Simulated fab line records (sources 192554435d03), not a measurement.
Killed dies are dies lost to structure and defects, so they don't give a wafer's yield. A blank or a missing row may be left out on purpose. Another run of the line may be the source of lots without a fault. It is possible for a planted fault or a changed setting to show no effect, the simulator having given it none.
fab line records	flow n5Finfet	part 1 of 2: steps 1 to 4 of 6
[record] lots = 21	wafers = 63	lastDay = 20
route steps=1938 shown MOL_CONTACT_COAG@530
lots untouched by any fault: they come from a run of this same line in which no faults occurred
startH: start of the lot's first displayed wafer, in hours after the record's first day	waitH: time in hours since the lot's previous step	" same as the row above	L1.1+2: a row that stands for several wafers	- no value, or no start was given	* or withheld: withheld	< > ~ a bound
route shown NAME@n: a module of which the file shows steps, and the number in the route of the first	usual: mean/standard deviation of fault-free wafers	same: alike in all rows	chamber/n: place in a boat	sites: each site's reading	_std_site: the values' standard deviation	_edge_site: mean of outer sites minus mean of inner sites	radiusMm: how far each site lies from the wafer's centre	mask NAME#n: copy n	behind: tool/chamber where the wafer was last shaped	hold: why the lot was held/for how many hours/how that ended	device: transistor that didn't switch, given as n, p or np	end of line: tests of these same wafers at the route's end	where a step has no rows: the recipe by itself	killed: dies lost to structure and defects at the first sort, not the wafer's yield	map: a wafer's dies, x killed, . not, _ none there
set.NAME: the run value of the setting; set.NAME@STEP: its run value at that earlier step	model.NAME: the simulator's own value behind a step, which no gauge read
route steps across a sampled set of lots; one table per step, one row per wafer
services: the hour from which a tool's chamber was out of use, counted from the record's first day as startH (under 0 if before that day), plus the number of hours and why
[[steps]]
[step N5_MOL_CONTACT_COAG_ETCH_59]
[recipe] chemistry = N2/H2	target = underlayer	targetDepthA = 130	maskMaterial = CAR-EUV	timeS = 10.4	ionEnergyEv = 200	pressureMtorr = 30	sourceW = 840	biasW = 150	n2FlowSccm = 200	h2FlowSccm = 200	ends = cleared
[usual] drypumpMotorCurrentA = 5.8/0.49	etchRfOnTimeS = 10.39/0.12	oesProductAu = 0.68/0.07	rfVppV = 524.2/1.8	showerheadPlenumPTorr = 2.56/0.058	throttleValvePct = 17.94/0.19
lot.wafer	tool	chamber	startH	waitH	drypumpMotorCurrentA	etchRfOnTimeS	oesProductAu	rfHoursCounterH	rfVppV	showerheadPlenumPTorr	throttleValvePct
L074.1	rieDiel-01	3	92.32	0.0	5.2	10.23	0.69	94	525.0	2.58	18.12
L074.3	"	1	"	"	5.7	10.43	0.67	137	523.9	2.55	18.05
L074.5	"	2	"	"	5.0	10.50	0.60	-	526.3	2.61	17.71
L075.2	rieDiel-01	0	100.44	0.0	6.5	10.39	0.78	23	523.3	2.50	17.71
L075.3	"	1	"	"	5.7	10.35	0.67	139	525.3	2.55	18.06
L075.6	"	1	"	"	5.6	10.45	0.67	-	524.2	2.55	18.05
L076.1	rieDiel-01	3	101.35	0.0	5.2	10.37	0.67	98	524.0	2.58	18.11
L076.2	"	1	"	"	5.6	10.32	0.67	139	525.5	2.55	18.05
L076.4	"	2	"	"	5.0	10.44	0.61	215	524.3	2.61	17.72
L077.2	rieDiel-01	3	106.40	0.0	5.2	10.18	0.69	99	523.6	2.57	18.11
L077.5	"	1	"	"	5.7	10.18	0.67	-	524.0	2.55	18.06
L077.6	"	0	"	"	6.5	10.20	0.78	-	521.7	2.50	17.72
L078.1	rieDiel-05	2	111.78	0.0	6.1	10.36	0.64	180	526.8	2.64	18.11
L078.4	"	3	"	"	6.0	10.17	0.72	71	522.9	2.46	17.92
L078.6	"	3	"	"	6.0	10.35	0.71	-	520.5	2.46	17.92
L079.1	rieDiel-01	1	119.61	0.0	5.6	10.20	0.67	147	523.8	2.55	18.06
L079.3	"	2	"	"	5.0	10.35	0.61	222	524.8	2.61	17.74
L079.5	"	2	"	"	5.0	10.31	0.61	-	526.0	2.61	17.72
L080.1	rieDiel-01	3	124.90	0.0	5.2	10.25	0.68	107	523.9	2.57	18.13
L080.3	"	2	"	"	5.0	10.40	0.60	224	525.7	2.61	17.73
L080.5	"	1	"	"	5.7	10.24	0.67	-	524.0	2.54	18.03
L081.2	rieDiel-01	3	130.37	0.0	5.2	10.18	0.68	108	524.2	2.57	18.14
L081.5	"	0	"	"	6.5	10.35	0.76	-	522.9	2.49	17.74
L081.6	"	1	"	"	5.6	10.25	0.67	-	524.4	2.54	18.04
L083.3	rieDiel-04	0	142.33	0.0	6.2	10.45	0.58	244	525.5	2.61	17.99
L083.4	"	1	"	"	6.2	10.40	0.58	245	523.9	2.50	18.02
L083.5	"	1	"	"	6.3	10.46	0.58	-	522.1	2.50	18.04
L084.2	rieDiel-05	1	147.69	0.0	6.6	10.31	0.68	130	524.4	2.56	17.81
L084.4	"	1	"	"	6.6	10.40	0.67	-	523.8	2.56	17.77
L084.5	"	3	"	"	6.0	10.29	0.72	-	520.3	2.46	17.95
L085.2	rieDiel-01	0	154.80	0.0	6.5	10.48	0.74	45	524.1	2.49	17.75
L085.3	"	2	"	"	5.0	10.50	0.60	237	527.0	2.60	17.74
L085.4	"	3	"	"	5.2	10.41	0.66	119	523.2	2.57	18.16
L087.1	rieDiel-04	3	166.07	0.0	5.5	10.15	0.81	15	524.7	2.61	17.79
L087.4	"	1	"	"	6.2	10.47	0.57	-	523.0	2.50	18.03
L087.6	"	2	"	"	5.5	10.48	0.61	-	522.4	2.53	18.17
L088.1	rieDiel-04	2	171.80	0.0	5.5	10.61	0.60	179	524.3	2.53	18.16
L088.2	"	1	"	"	6.3	10.65	0.58	256	522.6	2.50	18.04
L088.4	"	2	"	"	5.5	10.68	0.60	-	525.4	2.53	18.18
L090.2	rieDiel-04	3	182.63	0.0	5.5	10.24	0.78	21	524.6	2.60	17.78
L090.3	"	2	"	"	5.6	10.46	0.61	-	524.2	2.53	18.19
L090.6	"	3	"	"	5.5	10.26	0.79	-	524.3	2.60	17.77
L091.1	rieDiel-04	0	202.86	0.0	6.2	10.57	0.78	6	525.4	2.60	17.58
L091.3	"	2	"	"	5.6	10.65	0.59	191	523.7	2.52	18.18
L091.6	"	3	"	"	5.5	10.42	0.77	-	525.0	2.60	17.78
L092.1	rieDiel-01	0	203.07	0.0	6.5	10.37	0.73	58	522.0	2.48	17.78
L092.2	"	1	"	"	5.7	10.36	0.65	175	524.1	2.53	18.12
L092.6	"	0	"	"	6.5	10.36	0.73	-	521.8	2.48	17.77
L093.3	rieDiel-04	2	210.48	0.0	5.5	10.60	0.60	192	523.4	2.52	18.20
L093.4	"	0	"	"	6.2	10.44	0.80	-	524.2	2.60	17.60
L093.5	"	3	"	"	5.5	10.44	0.76	-	524.2	2.60	17.79
L094.1	rieDiel-01	0	220.35	0.0	6.4	10.43	0.72	67	522.6	2.48	17.79
L094.2	"	1	"	"	5.6	10.38	0.64	184	522.5	2.53	18.12
L094.3	"	3	"	"	5.2	10.38	0.65	142	524.0	2.56	18.18
L095.4	rieDiel-04	1	222.00	0.0	6.2	10.21	0.83	-	521.6	2.49	17.59
L095.5	"	3	"	"	5.5	10.25	0.78	-	526.1	2.60	17.81
L095.6	"	2	"	"	5.5	10.47	0.59	-	523.8	2.52	18.21
L096.2	rieDiel-05	1	231.08	0.0	6.6	10.45	0.66	155	524.0	2.55	17.84
L096.3	"	0	"	"	5.7	10.52	0.69	91	527.4	2.68	18.03
L096.6	"	1	"	"	6.6	10.39	0.65	-	525.0	2.55	17.82
L097.1	rieDiel-05	2	232.03	0.0	6.1	10.31	0.62	212	526.9	2.62	18.15
L097.2	"	0	"	"	5.7	10.51	0.67	91	527.7	2.68	18.04
L097.5	"	0	"	"	5.7	10.44	0.68	-	527.5	2.68	18.03
[step N5_MOL_CONTACT_COAG_ETCH_15]
[recipe] chemistry = CH3F/O2	target = SiNx	targetDepthA = 70	maskMaterial = SOC	stopOn = Si:P	overEtchFrac = 0.75	ionEnergyEv = 120	pressureMtorr = 30	sourceW = 395	biasW = 73	Ar_flow_sccm = 150	CH3F_flow_sccm = 30	O2_flow_sccm = 20
[usual] CH3F_flow_sccm = 30.00/0.094	drypumpMotorCurrentA = 5.8/0.49	oesProductAu = 0.58/0.058	rfVppV = 298/3	showerheadPlenumPTorr = 2.01/0.044	throttleValvePct = 16.40/0.18
[same] overEtchFrac = 0.75
lot.wafer	tool	chamber	startH	waitH	CH3F_flow_sccm	drypumpMotorCurrentA	oesProductAu	rfHoursCounterH	rfVppV	showerheadPlenumPTorr	throttleValvePct
L074.1	rieDiel-01	3	92.50	0.0	29.88	5.2	0.59	94	294	2.02	16.53
L074.3	"	1	"	"	30.11	5.6	0.58	137	295	2.01	16.46
L074.5	"	2	"	"	29.98	5.0	0.53	-	304	2.07	16.34
L075.2	rieDiel-01	0	100.63	0.0	29.94	6.5	0.67	23	300	1.97	16.19
L075.3	"	1	"	"	29.98	5.6	0.57	139	297	2.01	16.46
L075.6	"	1	"	"	30.03	5.6	0.58	-	296	2.01	16.45
L076.1	rieDiel-01	3	101.54	0.0	29.89	5.2	0.58	98	294	2.02	16.53
L076.2	"	1	"	"	29.91	5.6	0.57	139	296	2.01	16.47
L076.4	"	2	"	"	29.92	5.0	0.52	215	304	2.07	16.31
L077.2	rieDiel-01	3	106.58	0.0	30.07	5.2	0.58	99	294	2.01	16.55
L077.5	"	1	"	"	30.06	5.6	0.56	-	296	2.01	16.46
L077.6	"	0	"	"	29.89	6.4	0.66	-	299	1.97	16.19
L078.1	rieDiel-05	2	111.96	0.0	30.10	6.1	0.55	181	299	2.07	16.60
L078.4	"	3	"	"	29.93	5.9	0.61	71	297	1.95	16.46
L078.6	"	3	"	"	30.02	5.9	0.61	-	296	1.94	16.46
L079.1	rieDiel-01	1	119.80	0.0	30.02	5.6	0.58	147	296	2.00	16.49
L079.3	"	2	"	"	29.85	5.0	0.52	222	304	2.06	16.34
L079.5	"	2	"	"	29.94	4.9	0.51	-	304	2.06	16.34
L080.1	rieDiel-01	3	125.08	0.0	30.02	5.2	0.58	107	293	2.01	16.55
L080.3	"	2	"	"	30.05	5.0	0.52	224	305	2.06	16.35
L080.5	"	1	"	"	30.01	5.7	0.57	-	296	2.00	16.47
L081.2	rieDiel-01	3	130.55	0.0	30.18	5.2	0.57	108	294	2.01	16.57
L081.5	"	0	"	"	29.85	6.5	0.65	-	299	1.96	16.21
L081.6	"	1	"	"	30.12	5.6	0.57	-	295	2.00	16.48
L083.3	rieDiel-04	0	142.51	0.0	29.97	6.2	0.50	244	302	2.05	16.50
L083.4	"	1	"	"	30.02	6.2	0.50	245	298	1.97	16.55
L083.5	"	1	"	"	29.99	6.2	0.50	-	297	1.97	16.56
L084.2	rieDiel-05	1	147.87	0.0	29.98	6.7	0.57	130	295	2.01	16.19
L084.4	"	1	"	"	30.01	6.6	0.57	-	293	2.01	16.20
L084.5	"	3	"	"	29.92	5.9	0.60	-	295	1.94	16.49
L085.2	rieDiel-01	0	154.98	0.0	30.01	6.5	0.64	45	301	1.96	16.23
L085.3	"	2	"	"	29.96	5.0	0.50	237	306	2.06	16.37
L085.4	"	3	"	"	30.18	5.2	0.57	119	294	2.01	16.57
L087.1	rieDiel-04	3	166.26	0.0	29.99	5.5	0.67	15	298	2.05	16.17
L087.4	"	1	"	"	29.77	6.2	0.50	-	299	1.96	16.57
L087.6	"	2	"	"	30.11	5.5	0.52	-	296	2.00	16.66
L088.1	rieDiel-04	2	171.98	0.0	29.84	5.6	0.53	179	295	2.00	16.65
L088.2	"	1	"	"	29.96	6.2	0.49	256	299	1.96	16.57
L088.4	"	2	"	"	30.12	5.5	0.52	-	296	2.00	16.64
L090.2	rieDiel-04	3	182.91	0.0	30.08	5.5	0.67	21	300	2.05	16.17
L090.3	"	2	"	"	29.91	5.5	0.52	-	297	2.00	16.66
L090.6	"	3	"	"	29.96	5.5	0.67	-	300	2.05	16.17
L091.1	rieDiel-04	0	203.04	0.0	29.90	6.2	0.69	6	300	2.05	16.08
L091.3	"	2	"	"	30.02	5.5	0.52	191	295	1.99	16.68
L091.6	"	3	"	"	29.91	5.5	0.67	-	298	2.05	16.20
L092.1	rieDiel-01	0	203.25	0.0	30.00	6.5	0.62	58	298	1.96	16.26
L092.2	"	1	"	"	29.91	5.7	0.55	175	296	1.99	16.53
L092.6	"	0	"	"	29.90	6.5	0.63	-	301	1.96	16.25
L093.3	rieDiel-04	2	210.66	0.0	30.24	5.5	0.52	192	295	1.99	16.68
L093.4	"	0	"	"	29.83	6.2	0.67	-	300	2.05	16.06
L093.5	"	3	"	"	30.11	5.5	0.65	-	299	2.05	16.20
L094.1	rieDiel-01	0	220.53	0.0	30.03	6.5	0.61	67	298	1.95	16.26
L094.2	"	1	"	"	30.04	5.7	0.54	184	297	1.99	16.55
L094.3	"	3	"	"	29.98	5.2	0.56	142	294	2.00	16.63
L095.4	rieDiel-04	1	222.20	0.0	30.06	6.2	0.70	-	299	1.96	16.08
L095.5	"	3	"	"	29.98	5.5	0.64	-	299	2.04	16.21
L095.6	"	2	"	"	29.90	5.5	0.52	-	297	1.99	16.69
L096.2	rieDiel-05	1	231.27	0.0	30.01	6.6	0.56	155	295	2.00	16.22
L096.3	"	0	"	"	30.06	5.7	0.59	91	300	2.11	16.44
L096.6	"	1	"	"	30.06	6.6	0.56	-	295	2.00	16.23
L097.1	rieDiel-05	2	232.21	0.0	30.19	6.0	0.52	212	297	2.06	16.69
L097.2	"	0	"	"	29.90	5.7	0.58	91	300	2.11	16.44
L097.5	"	0	"	"	30.06	5.7	0.58	-	300	2.11	16.45
[step N5_MOL_CONTACT_COAG_STRIP_98]
[recipe] chemistry = N2/H2	powerW = 500	tempC = 40	pressureMtorr = 50	rfFrequencyHz = 6e+07	overashFraction = 0.3	biasPowerW = 8	h2Frac = 0.5	n2FlowSccm = 300	h2FlowSccm = 300
[usual] drypumpMotorCurrentA = 5.8/0.49	oesProductAu = 0.80/0.084	rfVppV = 54.3/1.6	showerheadPlenumPTorr = 3.37/0.073	throttleValvePct = 19.06/0.25
lot.wafer	tool	chamber	startH	waitH	drypumpMotorCurrentA	oesProductAu	rfHoursCounterH	rfVppV	showerheadPlenumPTorr	throttleValvePct
L074.1	rieDiel-01	3	92.61	0.0	5.2	0.81	94	54.6	3.40	19.05
L074.3	"	1	"	"	5.7	0.79	137	53.9	3.37	19.34
L074.5	"	2	"	"	5.0	0.71	-	56.9	3.45	18.64
L075.2	rieDiel-01	0	100.74	0.0	6.5	0.92	23	54.3	3.30	18.84
L075.3	"	1	"	"	5.7	0.79	139	51.6	3.36	19.31
L075.6	"	1	"	"	5.7	0.80	-	56.0	3.37	19.31
L076.1	rieDiel-01	3	101.65	0.0	5.2	0.79	98	54.2	3.40	19.02
L076.2	"	1	"	"	5.6	0.79	139	54.7	3.37	19.31
L076.4	"	2	"	"	5.0	0.71	215	54.4	3.45	18.61
L077.2	rieDiel-01	3	106.69	0.0	5.1	0.79	99	57.6	3.40	19.04
L077.5	"	1	"	"	5.7	0.77	-	54.5	3.36	19.31
L077.6	"	0	"	"	6.5	0.92	-	55.9	3.30	18.83
L078.1	rieDiel-05	2	112.07	0.0	6.0	0.73	181	54.7	3.48	19.05
L078.4	"	3	"	"	6.0	0.84	71	55.0	3.26	18.90
L078.6	"	3	"	"	6.0	0.83	-	53.4	3.26	18.88
L079.1	rieDiel-01	1	119.91	0.0	5.6	0.78	147	53.1	3.36	19.29
L079.3	"	2	"	"	5.0	0.70	222	55.3	3.44	18.64
L079.5	"	2	"	"	5.0	0.71	-	54.7	3.44	18.68
L080.1	rieDiel-01	3	125.19	0.0	5.2	0.78	107	54.5	3.39	19.05
L080.3	"	2	"	"	5.0	0.70	224	55.3	3.44	18.63
L080.5	"	1	"	"	5.7	0.77	-	53.8	3.36	19.34
L081.2	rieDiel-01	3	130.66	0.0	5.2	0.78	108	58.1	3.39	19.05
L081.5	"	0	"	"	6.5	0.89	-	51.7	3.29	18.88
L081.6	"	1	"	"	5.7	0.78	-	52.9	3.36	19.34
L083.3	rieDiel-04	0	142.62	0.0	6.2	0.68	244	54.7	3.44	18.93
L083.4	"	1	"	"	6.2	0.69	245	52.2	3.31	18.95
L083.5	"	1	"	"	6.2	0.68	-	56.5	3.30	18.96
L084.2	rieDiel-05	1	147.98	0.0	6.6	0.78	130	55.5	3.38	19.09
L084.4	"	1	"	"	6.6	0.80	-	57.6	3.38	19.06
L084.5	"	3	"	"	6.0	0.84	-	54.1	3.25	18.90
L085.2	rieDiel-01	0	155.09	0.0	6.5	0.88	45	54.7	3.29	18.85
L085.3	"	2	"	"	5.0	0.70	237	54.3	3.44	18.64
L085.4	"	3	"	"	5.2	0.78	119	55.0	3.39	19.09
L087.1	rieDiel-04	3	166.37	0.0	5.5	0.94	15	53.3	3.44	19.00
L087.4	"	1	"	"	6.3	0.68	-	54.0	3.30	18.96
L087.6	"	2	"	"	5.6	0.71	-	53.1	3.34	19.42
L088.1	rieDiel-04	2	172.09	0.0	5.5	0.71	179	54.6	3.34	19.43
L088.2	"	1	"	"	6.2	0.67	256	55.0	3.30	18.95
L088.4	"	2	"	"	5.6	0.72	-	54.7	3.34	19.43
L090.2	rieDiel-04	3	183.07	0.0	5.5	0.93	21	55.9	3.44	19.03
L090.3	"	2	"	"	5.6	0.70	-	53.6	3.34	19.42
L090.6	"	3	"	"	5.5	0.92	-	54.7	3.44	19.02
L091.1	rieDiel-04	0	203.15	0.0	6.2	0.94	6	52.4	3.44	18.55
L091.3	"	2	"	"	5.6	0.70	191	54.7	3.33	19.43
L091.6	"	3	"	"	5.5	0.90	-	56.3	3.43	19.03
L092.1	rieDiel-01	0	203.36	0.0	6.5	0.85	58	54.4	3.28	18.90
L092.2	"	1	"	"	5.7	0.75	175	52.0	3.35	19.36
L092.6	"	0	"	"	6.5	0.86	-	53.2	3.28	18.87
L093.3	rieDiel-04	2	210.77	0.0	5.6	0.71	192	55.2	3.33	19.46
L093.4	"	0	"	"	6.2	0.93	-	56.1	3.44	18.54
L093.5	"	3	"	"	5.6	0.89	-	54.3	3.43	19.04
L094.1	rieDiel-01	0	220.64	0.0	6.5	0.85	67	55.0	3.28	18.90
L094.2	"	1	"	"	5.6	0.75	184	52.7	3.34	19.40
L094.3	"	3	"	"	5.2	0.75	142	53.3	3.38	19.10
L095.4	rieDiel-04	1	222.30	0.0	6.2	0.96	-	50.3	3.29	18.54
L095.5	"	3	"	"	5.5	0.90	-	51.9	3.43	19.07
L095.6	"	2	"	"	5.6	0.70	-	54.8	3.33	19.44
L096.2	rieDiel-05	1	231.37	0.0	6.6	0.78	155	55.5	3.36	19.14
L096.3	"	0	"	"	5.7	0.79	91	55.1	3.54	19.25
L096.6	"	1	"	"	6.6	0.76	-	53.7	3.36	19.11
L097.1	rieDiel-05	2	232.32	0.0	6.0	0.71	212	57.3	3.46	19.10
L097.2	"	0	"	"	5.7	0.80	91	54.2	3.54	19.26
L097.5	"	0	"	"	5.7	0.80	-	54.3	3.54	19.24
[step N5_MOL_CONTACT_COAG_TI_SIL_19]
[recipe] material = Ti	targetThkA = 42	tempC = 200	chamberPressurePa = 5	powerW = 5000	timeS = 15
[usual] chamberPressurePa = 5.001/0.01	throttleValvePct = 30.1/1.2
[same] timeS = 15
lot.wafer	tool	chamber	startH	waitH	chamberPressurePa	throttleValvePct
L074.1	pvdSputter-01	-	95.36	0.6	5.003	29.1
L074.3	"	-	"	"	5.005	30.4
L074.5	"	-	"	"	5.007	29.1
L075.2	pvdSputter-02	-	101.27	0.1	4.988	30.3
L075.3	"	-	"	"	4.973	30.4
L075.6	"	-	"	"	4.992	31.1
L076.1	pvdSputter-02	-	102.17	0.2	5.012	28.6
L076.2	"	-	"	"	5.002	31.1
L076.4	"	-	"	"	5.003	30.1
L077.2	pvdSputter-01	-	107.21	0.1	5.003	28.2
L077.5	"	-	"	"	5.005	30.9
L077.6	"	-	"	"	5.003	28.8
L078.1	pvdSputter-01	-	114.28	1.8	5.003	28.7
L078.4	"	-	"	"	5.023	30.4
L078.6	"	-	"	"	5.001	28.3
L079.1	pvdSputter-03	-	121.93	0.2	5.005	28.9
L079.3	"	-	"	"	4.990	32.3
L079.5	"	-	"	"	4.984	32.4
L080.1	pvdSputter-02	-	125.74	0.2	5.011	30.1
L080.3	"	-	"	"	4.996	31.2
L080.5	"	-	"	"	5.014	30.3
L081.2	pvdSputter-03	-	132.01	0.3	5.002	31.3
L081.5	"	-	"	"	5.009	32.3
L081.6	"	-	"	"	5.006	29.2
L083.3	pvdSputter-01	-	144.49	0.6	4.996	30.5
L083.4	"	-	"	"	4.986	30.1
L083.5	"	-	"	"	5.017	27.9
L084.2	pvdSputter-03	-	149.15	0.2	4.984	32.3
L084.4	"	-	"	"	5.016	31.1
L084.5	"	-	"	"	5.006	32.1
L085.2	pvdSputter-03	-	156.02	0.5	4.996	31.1
L085.3	"	-	"	"	4.985	32.2
L085.4	"	-	"	"	5.003	29.2
L087.1	pvdSputter-02	-	166.94	0.2	5.004	30.2
L087.4	"	-	"	"	5.005	30.4
L087.6	"	-	"	"	5.010	31.2
L088.1	pvdSputter-01	-	174.32	1.6	5.000	29.8
L088.2	"	-	"	"	4.995	28.9
L088.4	"	-	"	"	5.002	30.2
L090.2	pvdSputter-02	-	184.67	0.2	5.005	30.3
L090.3	"	-	"	"	4.994	30.2
L090.6	"	-	"	"	5.031	28.5
L091.1	pvdSputter-03	-	204.41	0.7	4.988	29.2
L091.3	"	-	"	"	5.006	29.4
L091.6	"	-	"	"	4.999	28.9
L092.1	pvdSputter-03	-	204.51	0.6	4.983	29.5
L092.2	"	-	"	"	5.011	32.0
L092.6	"	-	"	"	4.999	32.2
L093.3	pvdSputter-02	-	211.38	0.2	5.007	30.2
L093.4	"	-	"	"	5.007	30.3
L093.5	"	-	"	"	5.001	30.6
L094.1	pvdSputter-03	-	222.23	0.3	5.012	32.2
L094.2	"	-	"	"	4.992	29.3
L094.3	"	-	"	"	4.992	31.0
L095.4	pvdSputter-03	-	223.99	0.2	4.993	31.0
L095.5	"	-	"	"	4.994	29.1
L095.6	"	-	"	"	4.996	31.0
L096.2	pvdSputter-03	-	231.92	0.2	5.000	29.2
L096.3	"	-	"	"	4.997	31.4
L096.6	"	-	"	"	5.000	32.0
L097.1	pvdSputter-01	-	232.89	0.2	4.980	30.2
L097.2	"	-	"	"	5.017	30.5
L097.5	"	-	"	"	5.000	30.1
